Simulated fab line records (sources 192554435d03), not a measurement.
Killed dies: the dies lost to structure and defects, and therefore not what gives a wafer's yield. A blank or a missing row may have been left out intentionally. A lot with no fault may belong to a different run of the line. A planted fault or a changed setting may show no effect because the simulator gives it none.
fab line records	flow n5-finfet
record lots=5	wafers=15	last-day=17
route steps=1938 shown BEOL_M6@1204
lots that met no fault: taken from a fault-free run of the same line
start-h: hours from the record's opening day to when the first of the lot's shown wafers began	wait-h: time in hours since the lot's previous step	" the same as in the row above	L1.1+2: one row covering several wafers at once	- no value, or no start was given	* or withheld: withheld	< > ~ a bound
route shown NAME@n: NAME is a module with steps in the file, n the number in the route of the first one	usual: mean and standard deviation over wafers with no fault	same: alike in all rows	chamber/n: place in a boat	sites: each site's reading	_std_site: their standard deviation	_edge_site: mean of outer sites minus mean of inner sites	radius-mm: how far each site lies from the wafer's centre	mask NAME#n: copy n	behind: the most recent tool/chamber to have shaped the wafer	hold: why the lot was held/for how many hours/how that ended	device: the n, p or np transistor that did not switch	end of line: at the end of the route, the tests of the same wafers	a step with no rows: only its recipe	killed: dies lost to structure and defects at the first sort, not the wafer's yield	map: a wafer's dies, marking killed ones x, the rest . and places with no die _
set.NAME: the run value of the setting; set.NAME@STEP: its run value at that earlier step	model.NAME: the simulator's own value behind a step, which no gauge read
a table for each step, a row for each wafer; lots at some steps of the route
services: from which hour (start-h, from the record's first day; less than 0 if before it) a tool's chamber was out of use, for how many hours, and why
## steps
# step N5_BEOL_M6_EXPOSE_08
# recipe mask-id=M6	na=1.35	source-shape=dipole	sigma-inner=0.817	sigma-outer=0.97	polarization=te	dose-mj=68.25
# step N5_BEOL_M6_PEB_09
# recipe peb-temp-c=withheld	peb-time-s=60	resist=CAR-ArF
# step N5_BEOL_M6_DEVELOP_10
# recipe develop-time-s=30	developer=TMAH	resist=CAR-ArF	rinse-liquid=diw	dry=air-spin	dev-temp-c=23
# step N5_BEOL_M6_CD_MEAS_11
# recipe target-cd-nm=38.5	landing-energy-ev=500	detector=se-inlens	polarity=opening
# usual cd-nm=38.5/0.35
lot.wafer	tool	chamber	start-h	wait-h	cd-nm
L675.3	cd-sem-03	0	191.22	-	38.0
L675.4	"	0	"	"	38.5
L675.6	"	0	"	"	38.0
L681.1	cd-sem-01	0	228.64	-	39.3
L681.3	"	0	"	"	38.9
L681.6	"	0	"	"	39.0
L688.1	cd-sem-01	0	279.68	-	38.3
L688.4	"	0	"	"	38.1
L688.5	"	0	"	"	38.3
L692.1	cd-sem-03	0	299.70	-	38.4
L692.2	"	0	"	"	39.0
L692.4	"	0	"	"	38.7
L693.2	cd-sem-01	0	300.20	-	38.9
L693.3	"	0	"	"	38.6
L693.6	"	0	"	"	38.4
# step N5_BEOL_M6_OVL_MEAS_12
# recipe points-per-wafer=44
# usual M6_OVL=0.4/0.77
lot.wafer	tool	chamber	start-h	wait-h	M6_OVL[nm]
L675.3	overlay-02	0	191.25	0.0	-0.4
L675.4	"	0	"	"	-0.6
L675.6	"	0	"	"	-0.7
L681.1	overlay-02	0	228.67	0.0	0.5
L681.3	"	0	"	"	0.1
L681.6	"	0	"	"	0.6
L688.1	overlay-02	0	279.71	0.0	0.6
L688.4	"	0	"	"	-0.4
L688.5	"	0	"	"	-0.3
L692.1	overlay-02	0	299.73	0.0	1.0
L692.2	"	0	"	"	0.4
L692.4	"	0	"	"	0.8
L693.2	overlay-01	0	300.23	0.0	1.5
L693.3	"	0	"	"	1.2
L693.6	"	0	"	"	1.6
# step N5_BEOL_M6_INSPECT_13
# recipe mode=adi	inspect-instrument=brightfield
# usual raw-defect-count=399/93
lot.wafer	tool	chamber	start-h	wait-h	raw-defect-count
L675.3	defect-inspect-01	-	191.28	0.0	332
L675.4	"	-	"	"	284
L675.6	"	-	"	"	327
L681.1	defect-inspect-02	-	228.70	0.0	499
L681.3	"	-	"	"	394
L681.6	"	-	"	"	433
L688.1	defect-inspect-01	-	279.74	0.0	339
L688.4	"	-	"	"	280
L688.5	"	-	"	"	333
L692.1	defect-inspect-02	-	299.76	0.0	377
L692.2	"	-	"	"	299
L692.4	"	-	"	"	325
L693.2	defect-inspect-02	-	300.25	0.0	478
L693.3	"	-	"	"	403
L693.6	"	-	"	"	548
# step N5_BEOL_M6_DESCUM_16
# recipe chemistry=O2	time-s=7.9	source-power-w=50	bias-power-w=20	pressure-mtorr=20	rf-frequency-hz=2.712e+07	temp-c=40	resist=CAR-ArF	o2-flow-sccm=225
# usual drypump-motor-current-A=5.5/0.37	oes-product-au=0.81/0.077	rf-vpp-V=243.2/1.3	showerhead-plenum-p-Torr=2.10/0.069	throttle-valve-pct=20.4/0.31
lot.wafer	tool	chamber	start-h	wait-h	drypump-motor-current-A	oes-product-au	rf-hours-counter-h	rf-vpp-V	showerhead-plenum-p-Torr	throttle-valve-pct
L675.3	rie-diel-04	3	191.43	0.2	5.5	0.88	39	243.6	2.13	19.9
L675.4	"	3	"	"	5.5	0.89	-	243.1	2.13	19.9
L675.6	"	0	"	"	5.4	0.82	-	243.9	2.22	20.8
L681.1	rie-diel-06	2	229.27	0.6	5.0	0.80	107	242.2	2.01	20.6
L681.3	"	1	"	"	5.3	0.75	151	241.5	2.01	20.8
L681.6	"	0	"	"	5.5	0.71	-	243.7	2.07	20.3
L688.1	rie-diel-03	3	280.07	0.3	5.7	0.90	36	243.2	2.13	20.6
L688.4	"	1	"	"	5.6	0.91	-	243.8	2.06	20.2
L688.5	"	0	"	"	5.1	0.82	-	243.1	2.04	20.5
L692.1	rie-diel-06	1	299.89	0.1	5.3	0.72	180	243.0	2.00	20.8
L692.2	"	2	"	"	5.0	0.78	134	240.7	2.00	20.6
L692.4	"	3	"	"	6.5	0.68	-	244.6	2.14	20.6
L693.2	rie-diel-04	3	300.32	0.1	5.5	0.84	77	242.4	2.11	19.9
L693.3	"	0	"	"	5.4	0.78	106	244.8	2.21	20.8
L693.6	"	2	"	"	5.7	0.80	-	245.4	2.11	19.9
# step N5_BEOL_M6_ETCH_61
# recipe chemistry=CF4	target=SiARC	target-depth-a=455	mask-material=CAR-ArF	time-s=75.8	ion-energy-ev=80	pressure-mtorr=40	source-w=545	bias-w=36	Ar_flow_sccm=100	cf4-flow-sccm=100	ends=cleared
# usual drypump-motor-current-A=5.5/0.36	etch-rf-on-time-s=75.6/1.1	oes-product-au=0.69/0.066	rf-vpp-V=184.1/1	showerhead-plenum-p-Torr=2.15/0.064	throttle-valve-pct=15.60/0.28
lot.wafer	tool	chamber	start-h	wait-h	drypump-motor-current-A	etch-rf-on-time-s	oes-product-au	rf-hours-counter-h	rf-vpp-V	showerhead-plenum-p-Torr	throttle-valve-pct
L675.3	rie-diel-04	3	191.47	0.0	5.5	73.4	0.76	39	183.8	2.18	15.13
L675.4	"	3	"	"	5.5	74.2	0.77	-	186.0	2.18	15.12
L675.6	"	0	"	"	5.4	74.9	0.70	-	183.7	2.25	15.79
L681.1	rie-diel-06	2	229.30	0.0	5.0	76.6	0.68	107	183.0	2.08	15.82
L681.3	"	1	"	"	5.3	75.0	0.64	151	182.6	2.05	15.93
L681.6	"	0	"	"	5.5	77.7	0.60	-	184.3	2.13	15.59
L688.1	rie-diel-03	3	280.11	0.0	5.7	75.4	0.77	36	184.9	2.18	15.77
L688.4	"	1	"	"	5.6	76.8	0.76	-	183.3	2.10	15.29
L688.5	"	0	"	"	5.1	77.4	0.69	-	183.4	2.08	15.66
L692.1	rie-diel-06	1	299.93	0.0	5.3	75.4	0.62	180	182.1	2.05	15.99
L692.2	"	2	"	"	5.0	76.4	0.66	134	182.6	2.07	15.86
L692.4	"	3	"	"	6.5	76.9	0.57	-	184.4	2.19	15.88
L693.2	rie-diel-04	3	300.36	0.0	5.5	74.9	0.71	77	183.2	2.17	15.20
L693.3	"	0	"	"	5.4	74.5	0.67	106	184.9	2.23	15.85
L693.6	"	2	"	"	5.7	75.8	0.69	-	184.1	2.16	15.18
# step N5_BEOL_M6_ETCH_62
# recipe chemistry=N2/H2	target=SOC	target-depth-a=1100	overetch-a=220	mask-material=SiARC	temp-c=40	time-s=165	ion-energy-ev=200	pressure-mtorr=30	source-w=840	bias-w=150	n2-flow-sccm=200	h2-flow-sccm=200
# usual drypump-motor-current-A=5.5/0.37	n2-flow-sccm=199.9/0.58	oes-product-au=0.68/0.063	rf-vpp-V=524.1/2.5	showerhead-plenum-p-Torr=2.55/0.082	throttle-valve-pct=17.8/0.32
lot.wafer	tool	chamber	start-h	wait-h	drypump-motor-current-A	n2-flow-sccm	oes-product-au	rf-hours-counter-h	rf-vpp-V	showerhead-plenum-p-Torr	throttle-valve-pct
L675.3	rie-diel-04	3	191.53	0.0	5.5	201.2	0.75	39	526.1	2.59	17.3
L675.4	"	3	"	"	5.5	200.9	0.75	-	525.2	2.59	17.3
L675.6	"	0	"	"	5.4	199.8	0.69	-	528.3	2.70	18.1
L681.1	rie-diel-06	2	229.36	0.0	5.0	199.4	0.68	107	520.8	2.46	18.1
L681.3	"	1	"	"	5.3	199.2	0.63	151	521.3	2.45	18.2
L681.6	"	0	"	"	5.5	199.4	0.61	-	522.6	2.52	17.7
L688.1	rie-diel-03	3	280.16	0.0	5.7	200.7	0.76	36	525.8	2.60	18.1
L688.4	"	1	"	"	5.6	199.8	0.76	-	524.8	2.49	17.5
L688.5	"	0	"	"	5.1	199.7	0.70	-	521.7	2.47	17.9
L692.1	rie-diel-06	1	299.98	0.0	5.3	199.6	0.61	180	520.4	2.43	18.2
L692.2	"	2	"	"	5.0	200.1	0.65	134	521.8	2.45	18.1
L692.4	"	3	"	"	6.5	200.8	0.58	-	523.8	2.61	18.2
L693.2	rie-diel-04	3	300.41	0.0	5.5	199.5	0.70	77	524.6	2.57	17.3
L693.3	"	0	"	"	5.4	199.2	0.66	106	527.3	2.68	18.2
L693.6	"	2	"	"	5.7	198.9	0.68	-	524.7	2.57	17.4
# step N5_BEOL_M6_STRIP_68
# recipe chemistry=N2/H2	temp-c=40	n2-flow-sccm=200	h2-flow-sccm=200	rf-frequency-hz=6e+07
# step N5_BEOL_M6_STRIP_67
# recipe chemistry=CF4	resist=SiARC	power-w=300	bias-power-w=75	pressure-mtorr=50	cf4-flow-sccm=150	rf-frequency-hz=6e+07
# usual drypump-motor-current-A=5.5/0.37	oes-product-au=0.81/0.074	power-w=300.0/0.82	rf-vpp-V=271.1/1.6	showerhead-plenum-p-Torr=1.80/0.053	throttle-valve-pct=13.56/0.28
lot.wafer	tool	chamber	start-h	wait-h	drypump-motor-current-A	oes-product-au	power-w	rf-hours-counter-h	rf-vpp-V	showerhead-plenum-p-Torr	throttle-valve-pct
L675.3	rie-diel-04	3	191.67	0.0	5.5	0.88	298.7	39	270.6	1.83	13.08
L675.4	"	3	"	"	5.5	0.88	298.6	-	273.1	1.83	13.10
L675.6	"	0	"	"	5.4	0.82	299.2	-	272.6	1.88	13.71
L681.1	rie-diel-06	2	229.51	0.0	5.0	0.80	299.8	107	270.1	1.74	13.73
L681.3	"	1	"	"	5.3	0.75	301.5	151	268.4	1.72	13.87
L681.6	"	0	"	"	5.5	0.72	299.8	-	269.5	1.79	13.60
L688.1	rie-diel-03	3	280.31	0.0	5.7	0.90	300.9	36	272.2	1.83	13.70
L688.4	"	1	"	"	5.5	0.89	300.6	-	270.8	1.76	13.21
L688.5	"	0	"	"	5.0	0.82	300.1	-	269.9	1.75	13.63
L692.1	rie-diel-06	1	300.13	0.0	5.3	0.72	300.3	180	269.9	1.72	13.96
L692.2	"	2	"	"	4.9	0.78	299.2	134	270.3	1.74	13.81
L692.4	"	3	"	"	6.5	0.70	300.6	-	271.0	1.84	13.86
L693.2	rie-diel-04	3	300.56	0.0	5.5	0.83	299.4	77	271.1	1.81	13.18
L693.3	"	0	"	"	5.4	0.77	299.7	106	273.3	1.87	13.82
L693.6	"	2	"	"	5.6	0.80	299.1	-	271.1	1.81	13.18
# step N5_BEOL_M6_HM_OPEN_17
# recipe chemistry=Cl2/BCl3	target-depth-a=200	overetch-a=60	target=TiN	mask-material=SOC	ion-energy-ev=150	pressure-mtorr=10	icp-w=1000	bias-w=126	Cl2_flow_sccm=53.25	bcl3-flow-sccm=21.75	Ar_flow_sccm=25
# usual drypump-motor-current-A=5.7/0.53	oes-product-au=0.70/0.094	throttle-valve-pct=21.98/0.2
lot.wafer	tool	chamber	start-h	wait-h	drypump-motor-current-A	oes-product-au	rf-hours-counter-h	throttle-valve-pct
L675.3	rie-metal-01	0	191.74	0.1	6.5	0.55	-	22.09
L675.4	"	1	"	"	5.2	0.68	-	21.79
L675.6	"	1	"	"	5.2	0.68	-	21.80
L681.1	rie-metal-01	0	229.61	0.1	6.5	0.54	103	22.11
L681.3	"	0	"	"	6.5	0.54	-	22.11
L681.6	"	0	"	"	6.5	0.54	-	22.12
L688.1	rie-metal-02	1	280.35	0.0	6.0	0.75	12	21.97
L688.4	"	1	"	"	6.0	0.75	-	21.96
L688.5	"	1	"	"	6.0	0.75	-	21.97
L692.1	rie-metal-01	1	300.17	0.0	5.1	0.66	45	21.82
L692.2	"	0	"	"	6.5	0.54	109	22.15
L692.4	"	0	"	"	6.5	0.54	-	22.14
L693.2	rie-metal-03	1	300.60	0.0	6.1	0.75	14	22.22
L693.3	"	0	"	"	5.5	0.75	-	21.64
L693.6	"	1	"	"	6.2	0.74	-	22.20
# step N5_BEOL_M6_STRIP_19
# recipe chemistry=O2	power-w=400	temp-c=40	pressure-mtorr=30	rf-frequency-hz=6e+07	bias-power-w=0	overash-fraction=0.2	o2-flow-sccm=225
# usual drypump-motor-current-A=5.5/0.42	oes-product-au=0.79/0.074	rf-vpp-V=3.6/0.64	showerhead-plenum-p-Torr=2.09/0.069	temp-c=39.99/0.11	throttle-valve-pct=16.67/0.29
lot.wafer	tool	chamber	start-h	wait-h	drypump-motor-current-A	oes-product-au	rf-hours-counter-h	rf-vpp-V	showerhead-plenum-p-Torr	temp-c	throttle-valve-pct
L675.3	rie-diel-04	2	191.82	0.1	5.6	0.86	51	4.4	2.12	39.87	16.13
L675.4	"	3	"	"	5.5	0.89	-	4.1	2.13	40.05	16.17
L675.6	"	2	"	"	5.7	0.85	-	3.2	2.12	39.82	16.14
L681.1	rie-diel-06	1	229.73	0.1	5.3	0.75	151	2.8	2.01	39.43	17.00
L681.3	"	0	"	"	5.5	0.71	212	4.3	2.08	39.90	16.61
L681.6	"	2	"	"	5.0	0.80	-	3.5	2.02	40.09	16.78
L688.1	rie-diel-03	1	280.46	0.1	5.6	0.90	19	3.3	2.07	40.14	16.42
L688.4	"	1	"	"	5.6	0.90	-	2.8	2.07	40.08	16.41
L688.5	"	0	"	"	5.1	0.80	-	3.3	2.04	39.95	16.75
L692.1	rie-diel-04	2	300.28	0.1	5.7	0.79	89	3.7	2.11	39.87	16.20
L692.2	"	1	"	"	5.7	0.85	45	3.2	2.13	39.96	16.50
L692.4	"	0	"	"	5.4	0.77	106	3.0	2.21	39.98	17.02
L693.2	rie-diel-06	1	300.71	0.1	5.3	0.73	180	4.3	2.00	40.18	17.07
L693.3	"	3	"	"	6.5	0.68	249	3.7	2.14	39.99	16.87
L693.6	"	1	"	"	5.3	0.73	-	3.4	2.00	40.12	17.05
# step N5_BEOL_M6_CD_MEAS_18
# recipe pitch-nm=80	target-cd-nm=40
# usual cd-nm=40.0/0.41
lot.wafer	tool	chamber	start-h	wait-h	cd-nm
L675.3	cd-sem-03	-	191.90	0.1	40.1
L675.4	"	-	"	"	40.2
L675.6	"	-	"	"	39.8
L681.1	cd-sem-03	-	229.80	0.0	41.0
L681.3	"	-	"	"	40.2
L681.6	"	-	"	"	40.9
L688.1	cd-sem-03	-	280.54	0.1	39.6
L688.4	"	-	"	"	39.8
L688.5	"	-	"	"	39.7
L692.1	cd-sem-03	-	300.35	0.0	40.2
L692.2	"	-	"	"	40.2
L692.4	"	-	"	"	39.8
L693.2	cd-sem-01	-	300.78	0.1	41.1
L693.3	"	-	"	"	40.0
L693.6	"	-	"	"	39.9
## services
tool	chamber	start-h	hours	kind
rie-metal-03	1	172.00	-	clean
rie-metal-03	1	172.00	22.1	scheduled-down
rie-metal-03	1	172.00	22.1	vent-cycle
rie-metal-02	-	205.59	28.1	pm
rie-diel-03	1	211.40	-	clean
rie-diel-03	1	211.40	-	consumable-replace:focus-ring
rie-diel-03	1	211.40	17.4	scheduled-down
rie-diel-03	1	211.40	17.4	vent-cycle
rie-metal-03	0	219.62	-	clean
rie-metal-03	0	219.62	13.4	scheduled-down
rie-metal-03	0	219.62	13.4	vent-cycle
rie-diel-06	3	226.21	11.0	repair
rie-metal-03	-	230.48	1.4	pm
rie-metal-02	-	233.69	2.8	pm
rie-metal-02	0	249.11	16.4	repair
rie-metal-01	0	249.94	7.1	repair
rie-diel-03	2	276.78	12.1	repair
rie-metal-03	0	285.62	1.4	repair
rie-metal-03	-	296.71	2.8	pm
## key
first-sign step=N5_BEOL_M6_STRIP_19	reading=temp-c	direction=down	sigmas=5.1	usual=*	struck=*
effect none on later readings
met-at N5_BEOL_M6_STRIP_19
struck-wafers L681.1
fault kind=process-parameter-drift	tool=rie-diel-06	chamber=1	onset-h=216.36	steps=N5_BEOL_M6_STRIP_19	channel=temp-c	offset=*	shape=step	end-h=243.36	acts-in=*	stated=*
